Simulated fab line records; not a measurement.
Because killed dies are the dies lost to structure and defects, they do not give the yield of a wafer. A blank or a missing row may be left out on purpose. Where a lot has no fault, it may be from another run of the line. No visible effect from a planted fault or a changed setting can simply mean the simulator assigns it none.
Which tool is to blame? / flow nand harc / 33 wafers from 11 lots sampled at 6 of the route's 1159 steps

== WHAT EACH GAUGE READ, for each wafer ==
NHARC_A_CHANNEL_HOLE_D1_OVL_MEAS_11.
lot=L665; measured=day 8 03:15; on=overlay-02; overlay x nm (nm)=-0.8 -0.7 -0.8; overlay y nm (nm)=-0.1 0.0 0.4
lot=L666; measured=day 8 19:57; on=overlay-02; overlay x nm (nm)=0.6 0.8 0.7; overlay y nm (nm)=-0.6 -0.5 -0.5
lot=L669; measured=day 9 01:46; on=overlay-02; overlay x nm (nm)=0.3 0.8 0.3; overlay y nm (nm)=0.9 1.3 1.1
lot=L668; measured=day 9 02:26; on=overlay-02; overlay x nm (nm)=-0.3 -0.4 -0.2; overlay y nm (nm)=1.2 0.7 1.4
lot=L671; measured=day 9 20:41; on=overlay-02; overlay x nm (nm)=0.9 1.5 1.0; overlay y nm (nm)=0.2 0.2 -0.1
lot=L677; measured=day 11 10:08; on=overlay-02; overlay x nm (nm)=0.8 0.8 1.1; overlay y nm (nm)=-1.0 -0.8 -1.6
lot=L678; measured=day 12 01:07; on=overlay-01; overlay x nm (nm)=-0.7 -0.4 -0.5; overlay y nm (nm)=1.1 1.2 1.2
lot=L682; measured=day 12 16:54; on=overlay-01; overlay x nm (nm)=1.7 2.0 1.1; overlay y nm (nm)=-1.4 -0.9 -1.1
lot=L683; measured=day 12 18:03; on=overlay-01; overlay x nm (nm)=0.4 0.1 -0.2; overlay y nm (nm)=0.3 0.1 0.5
lot=L684; measured=day 12 18:33; on=overlay-02; overlay x nm (nm)=0.8 0.1 0.3; overlay y nm (nm)=0.9 0.6 1.2
lot=L685; measured=day 13 06:25; on=overlay-01; overlay x nm (nm)=0.6 -0.1 0.4; overlay y nm (nm)=0.0 -0.2 -0.3

NHARC_A_CHANNEL_HOLE_D1_INSPECT_40.
lot=L665; measured=day 8 10:15; on=defect inspect-02; raw defect count=63 35 59
lot=L666; measured=day 9 02:55; on=defect inspect-01; raw defect count=65 64 64
lot=L669; measured=day 9 08:46; on=defect inspect-01; raw defect count=47 46 84
lot=L668; measured=day 9 12:53; on=defect inspect-01; raw defect count=46 49 61
lot=L671; measured=day 10 03:41; on=defect inspect-02; raw defect count=66 71 80
lot=L677; measured=day 11 17:16; on=defect inspect-02; raw defect count=76 86 82
lot=L678; measured=day 12 08:17; on=defect inspect-02; raw defect count=64 58 58
lot=L682; measured=day 13 00:03; on=defect inspect-01; raw defect count=54 63 71
lot=L683; measured=day 13 01:02; on=defect inspect-02; raw defect count=1122 1220 1152
lot=L684; measured=day 13 04:05; on=defect inspect-02; raw defect count=62 68 64
lot=L685; measured=day 13 13:23; on=defect inspect-01; raw defect count=1157 1158 1174

NHARC_END_SORT_01.
lot=L683; measured=day 23 19:26; on=prober-02; killed at array=103 89 100; killed at other=0 1 0; killed at periphery=5 6 5; killed dies=108 96 105; killed open=1 6 1; killed short=2 4 1
lot=L685; measured=day 24 08:11; on=prober-01; killed at array=80 93 125; killed at other=0 1 0; killed at periphery=3 2 3; killed dies=83 96 128; killed open=1 2 3; killed short=0 3 0

== TOOL THAT RAN EACH LOT (tool first, then ch and the chambers of the sampled wafers, then the start) ==
lot=L665; NHARC_A_CHANNEL_HOLE_D1_DESCUM_15=rie diel-02 ch 0,1, day 8 03:22; NHARC_A_CHANNEL_HOLE_D1_ETCH_20=har etch-01 ch 0,1, day 8 04:40; NHARC_A_CHANNEL_FILL_D1_ETCHBACK_20=rie diel-05 ch 1,2, day 9 10:32
lot=L666; NHARC_A_CHANNEL_HOLE_D1_DESCUM_15=rie diel-10 ch 0,2,3, day 8 20:03; NHARC_A_CHANNEL_HOLE_D1_ETCH_20=har etch-01 ch 0,1, day 8 21:26; NHARC_A_CHANNEL_FILL_D1_ETCHBACK_20=rie diel-05 ch 1,2, day 10 03:26
lot=L669; NHARC_A_CHANNEL_HOLE_D1_DESCUM_15=rie diel-01 ch 0,3, day 9 01:52; NHARC_A_CHANNEL_HOLE_D1_ETCH_20=har etch-02 ch 0,1, day 9 03:16; NHARC_A_CHANNEL_FILL_D1_ETCHBACK_20=rie diel-03 ch 0,2,3, day 10 09:58
lot=L668; NHARC_A_CHANNEL_HOLE_D1_DESCUM_15=rie diel-10 ch 0,1,3, day 9 02:32; NHARC_A_CHANNEL_HOLE_D1_ETCH_20=har etch-02 ch 0,1, day 9 07:19; NHARC_A_CHANNEL_FILL_D1_ETCHBACK_20=rie diel-04 ch 0,1,2, day 10 13:11
lot=L671; NHARC_A_CHANNEL_HOLE_D1_DESCUM_15=rie diel-10 ch 0,2,3, day 9 20:48; NHARC_A_CHANNEL_HOLE_D1_ETCH_20=har etch-01 ch 0,1, day 9 22:11; NHARC_A_CHANNEL_FILL_D1_ETCHBACK_20=rie diel-04 ch 0,1,3, day 11 04:13
lot=L677; NHARC_A_CHANNEL_HOLE_D1_DESCUM_15=rie diel-10 ch 0,1,2, day 11 10:14; NHARC_A_CHANNEL_HOLE_D1_ETCH_20=har etch-01 ch 1, day 11 11:35; NHARC_A_CHANNEL_FILL_D1_ETCHBACK_20=rie diel-03 ch 0,2,3, day 12 17:35
lot=L678; NHARC_A_CHANNEL_HOLE_D1_DESCUM_15=rie diel-01 ch 1,2, day 12 01:14; NHARC_A_CHANNEL_HOLE_D1_ETCH_20=har etch-02 ch 0,1, day 12 02:31; NHARC_A_CHANNEL_FILL_D1_ETCHBACK_20=rie diel-04 ch 0,1,2, day 13 10:05
lot=L682; NHARC_A_CHANNEL_HOLE_D1_DESCUM_15=rie diel-10 ch 1,2,3, day 12 17:01; NHARC_A_CHANNEL_HOLE_D1_ETCH_20=har etch-02 ch 0,1, day 12 18:18; NHARC_A_CHANNEL_FILL_D1_ETCHBACK_20=rie diel-04 ch 0,2,3, day 14 00:30
lot=L683; NHARC_A_CHANNEL_HOLE_D1_DESCUM_15=rie diel-01 ch 0,1,3, day 12 18:09; NHARC_A_CHANNEL_HOLE_D1_ETCH_20=har etch-01 ch 0,1, day 12 19:30; NHARC_A_CHANNEL_FILL_D1_ETCHBACK_20=rie diel-05 ch 0,2,3, day 14 00:29
lot=L684; NHARC_A_CHANNEL_HOLE_D1_DESCUM_15=rie diel-02 ch 0,1, day 12 18:39; NHARC_A_CHANNEL_HOLE_D1_ETCH_20=har etch-02 ch 0,1, day 12 22:28; NHARC_A_CHANNEL_FILL_D1_ETCHBACK_20=rie diel-05 ch 1,2,3, day 14 07:47
lot=L685; NHARC_A_CHANNEL_HOLE_D1_DESCUM_15=rie diel-10 ch 0,1,3, day 13 06:32; NHARC_A_CHANNEL_HOLE_D1_ETCH_20=har etch-01 ch 0,1, day 13 07:52; NHARC_A_CHANNEL_FILL_D1_ETCHBACK_20=rie diel-05 ch 1,2,3, day 14 14:14
- NHARC_A_CHANNEL_HOLE_D1_DESCUM_15: chemistry O2, time 3 s.
- NHARC_A_CHANNEL_HOLE_D1_ETCH_20: etches the open film in C4F8/O2/Ar, time 361.9 s, target depth 1600 nm.
- NHARC_A_CHANNEL_FILL_D1_ETCHBACK_20: etches the open film in C4F8/O2/Ar, target depth 27 nm, time 13.5 s.

== WHAT THE TOOLS THEMSELVES READ (means of the sampled wafers that have a number; where no wafer has one, the mark that the record gives instead) ==
NHARC_A_CHANNEL_HOLE_D1_DESCUM_15.
lot=L665; tool=rie diel-02; drypump motor current A (A)=5.6; oes product au (a.u.)=1.000; rf vpp V (V)=57.0; showerhead plenum p Torr (Torr)=1.92; throttle valve pct (%)=11.319
lot=L666; tool=rie diel-10; drypump motor current A (A)=5.5; oes product au (a.u.)=0.992; rf vpp V (V)=56.1; showerhead plenum p Torr (Torr)=1.85; throttle valve pct (%)=11.307
lot=L669; tool=rie diel-01; drypump motor current A (A)=5.7; oes product au (a.u.)=1.007; rf vpp V (V)=58.1; showerhead plenum p Torr (Torr)=1.97; throttle valve pct (%)=11.316
lot=L668; tool=rie diel-10; drypump motor current A (A)=5.2; oes product au (a.u.)=1.001; rf vpp V (V)=57.2; showerhead plenum p Torr (Torr)=1.85; throttle valve pct (%)=11.320
lot=L671; tool=rie diel-10; drypump motor current A (A)=5.5; oes product au (a.u.)=0.997; rf vpp V (V)=58.6; showerhead plenum p Torr (Torr)=1.85; throttle valve pct (%)=11.304
lot=L677; tool=rie diel-10; drypump motor current A (A)=5.3; oes product au (a.u.)=1.000; rf vpp V (V)=58.4; showerhead plenum p Torr (Torr)=1.85; throttle valve pct (%)=11.307
lot=L678; tool=rie diel-01; drypump motor current A (A)=6.5; oes product au (a.u.)=1.001; rf vpp V (V)=57.9; showerhead plenum p Torr (Torr)=1.89; throttle valve pct (%)=11.304
lot=L682; tool=rie diel-10; drypump motor current A (A)=5.2; oes product au (a.u.)=1.003; rf vpp V (V)=57.0; showerhead plenum p Torr (Torr)=1.80; throttle valve pct (%)=11.314
lot=L683; tool=rie diel-01; drypump motor current A (A)=6.0; oes product au (a.u.)=0.997; rf vpp V (V)=57.8; showerhead plenum p Torr (Torr)=1.94; throttle valve pct (%)=11.314
lot=L684; tool=rie diel-02; drypump motor current A (A)=5.6; oes product au (a.u.)=1.004; rf vpp V (V)=57.6; showerhead plenum p Torr (Torr)=1.91; throttle valve pct (%)=11.313
lot=L685; tool=rie diel-10; drypump motor current A (A)=5.2; oes product au (a.u.)=0.999; rf vpp V (V)=57.2; showerhead plenum p Torr (Torr)=1.85; throttle valve pct (%)=11.315

NHARC_A_CHANNEL_HOLE_D1_ETCH_20.
lot=L665; tool=har etch-01; drypump motor current A (A)=5.3; esc clamp current uA=0.0205; showerhead plenum p Torr (Torr)=3.76; throttle valve pct (%)=32.150
lot=L666; tool=har etch-01; drypump motor current A (A)=5.6; esc clamp current uA=0.0208; showerhead plenum p Torr (Torr)=3.79; throttle valve pct (%)=32.157
lot=L669; tool=har etch-02; drypump motor current A (A)=6.0; esc clamp current uA=0.0210; showerhead plenum p Torr (Torr)=3.59; throttle valve pct (%)=32.151
lot=L668; tool=har etch-02; drypump motor current A (A)=6.0; esc clamp current uA=0.0210; showerhead plenum p Torr (Torr)=3.62; throttle valve pct (%)=32.159
lot=L671; tool=har etch-01; drypump motor current A (A)=5.3; esc clamp current uA=0.0206; showerhead plenum p Torr (Torr)=3.75; throttle valve pct (%)=32.165
lot=L677; tool=har etch-01; drypump motor current A (A)=5.1; esc clamp current uA=0.0203; showerhead plenum p Torr (Torr)=3.70; throttle valve pct (%)=32.155
lot=L678; tool=har etch-02; drypump motor current A (A)=6.0; esc clamp current uA=0.0211; showerhead plenum p Torr (Torr)=3.61; throttle valve pct (%)=32.152
lot=L682; tool=har etch-02; drypump motor current A (A)=6.1; esc clamp current uA=0.0210; showerhead plenum p Torr (Torr)=3.56; throttle valve pct (%)=32.157
lot=L683; tool=har etch-01; drypump motor current A (A)=5.6; esc clamp current uA=0.0208; showerhead plenum p Torr (Torr)=3.76; throttle valve pct (%)=32.148
lot=L684; tool=har etch-02; drypump motor current A (A)=6.1; esc clamp current uA=0.0210; showerhead plenum p Torr (Torr)=3.56; throttle valve pct (%)=32.153
lot=L685; tool=har etch-01; drypump motor current A (A)=5.3; esc clamp current uA=0.0206; showerhead plenum p Torr (Torr)=3.73; throttle valve pct (%)=32.146

NHARC_A_CHANNEL_FILL_D1_ETCHBACK_20.
lot=L665; tool=rie diel-05; oes product au (a.u.)=0.98; rf vpp V (V)=971
lot=L666; tool=rie diel-05; oes product au (a.u.)=0.99; rf vpp V (V)=972
lot=L669; tool=rie diel-03; oes product au (a.u.)=1.00; rf vpp V (V)=975
lot=L668; tool=rie diel-04; oes product au (a.u.)=0.93; rf vpp V (V)=975
lot=L671; tool=rie diel-04; oes product au (a.u.)=0.96; rf vpp V (V)=978
lot=L677; tool=rie diel-03; oes product au (a.u.)=0.99; rf vpp V (V)=974
lot=L678; tool=rie diel-04; oes product au (a.u.)=1.00; rf vpp V (V)=976
lot=L682; tool=rie diel-04; oes product au (a.u.)=1.00; rf vpp V (V)=978
lot=L683; tool=rie diel-05; oes product au (a.u.)=0.94; rf vpp V (V)=978
lot=L684; tool=rie diel-05; oes product au (a.u.)=0.93; rf vpp V (V)=972
lot=L685; tool=rie diel-05; oes product au (a.u.)=0.93; rf vpp V (V)=973

== THE ANSWER, worked out from the rows above alone ==
Rule: what is usual is taken from the lots themselves. The widest of any qualifying gaps counts: lots, ordered by their means at a reading, are off when they make up no more than a third of the lots, leave a main group of 4 or more, and stand apart from it by 3 or more times the standard deviation of that group's means. A main group whose means are all the same, to the digits that the tables above print for the reading, isn't used. A lot without any number at a reading at which 4 lots or more have one is off too. Where the step has rows for the other lots, those lots are counted as sound. The gauges are gone through in route order, then the tools' own readings, and for those a lot's mean is taken as printed above. At the first step where some lot is off, the reading lying furthest off is the one used; lots without a number count as furthest.
Off at NHARC_A_CHANNEL_HOLE_D1_INSPECT_40 (raw defect count): L683, L685. Mean 63 and standard deviation 8.7 in the main group.
If a tool, at a process step before that reading, ran all the lots that are off and no sound lot after the first of them, it fits. The gauges at NHARC_A_CHANNEL_HOLE_D1_INSPECT_40 are tried like those tools. One candidate fits, namely har etch-01 at NHARC_A_CHANNEL_HOLE_D1_ETCH_20. Its last sound lot is L677 (day 11 11:35), its first lot that is off L683 (day 12 19:30): a fault that began between those two fits.

== WHAT THE SIMULATOR HAD INSERTED ==
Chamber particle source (har etch-01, NHARC_A_CHANNEL_HOLE_D1_ETCH_20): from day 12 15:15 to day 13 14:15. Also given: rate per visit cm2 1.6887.
Lots struck among those shown: L683, L685. This agrees with what the rule above found.
